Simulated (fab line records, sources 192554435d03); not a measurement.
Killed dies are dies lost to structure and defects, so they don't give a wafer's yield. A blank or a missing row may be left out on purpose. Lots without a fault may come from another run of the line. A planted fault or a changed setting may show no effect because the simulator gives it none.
Chamber matching | flow n5_finfet | N5_GATE_CUT_CMP_43 on cmp-03: 4 sister chambers
The step polishes SiO2. 8 wafers are shown with their chamber, then 12 later ones without.

WAFERS WITH THEIR CHAMBER
wafer  | chamber | motor_current_A (A)
L085.1 | 1       | 10.0
L086.1 | 2       | 12.0
L086.3 | 1       | 9.7
L086.5 | 2       | 12.5
L086.2 | 0       | 14.6
L087.2 | 3       | 11.9
L087.5 | 3       | 13.2
L087.6 | 0       | 14.8

WAFERS WITHOUT THEIR CHAMBER
wafer  | motor_current_A (A)
L087.1 | 10.4
L087.3 | 14.3
L087.4 | 12.1
L089.1 | 14.2
L089.3 | 10.1
L089.6 | 12.7
L093.2 | 12.5
L093.4 | 12.9
L093.6 | 12.8
L093.1 | 14.3
L093.3 | 10.1
L093.5 | 12.8

WHICH CHAMBER EACH WENT THROUGH
wafer  | from the rows above     | in truth
L087.1 | 1                       | 1
L087.3 | 0                       | 0
L087.4 | can't be placed: 2 or 3 | 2
L089.1 | 0                       | 0
L089.3 | 1                       | 1
L089.6 | can't be placed: 3 or 2 | 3
L093.2 | can't be placed: 3 or 2 | 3
L093.4 | can't be placed: 3 or 2 | 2
L093.6 | can't be placed: 3 or 2 | 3
L093.1 | 0                       | 0
L093.3 | 1                       | 1
L093.5 | can't be placed: 3 or 2 | 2
Placed correctly: 6 of 12. Can't be placed from these rows: 6 (the true chamber is among the candidates in 6). Placed wrongly: 0.
How it was worked out, from the rows above alone: a wafer's distance from a chamber is the root of the sum, over the readings, of the square of ((its reading less the chamber's mean) divided by the reading's scatter). The wafer belongs to the nearest chamber; if the next one is less than 2 further off, it can't be placed. A chamber's mean is the mean of its shown wafers. The scatter: the root of (the sum of the squares of (reading less its chamber's mean) over the shown wafers, divided by (wafers less chambers)).
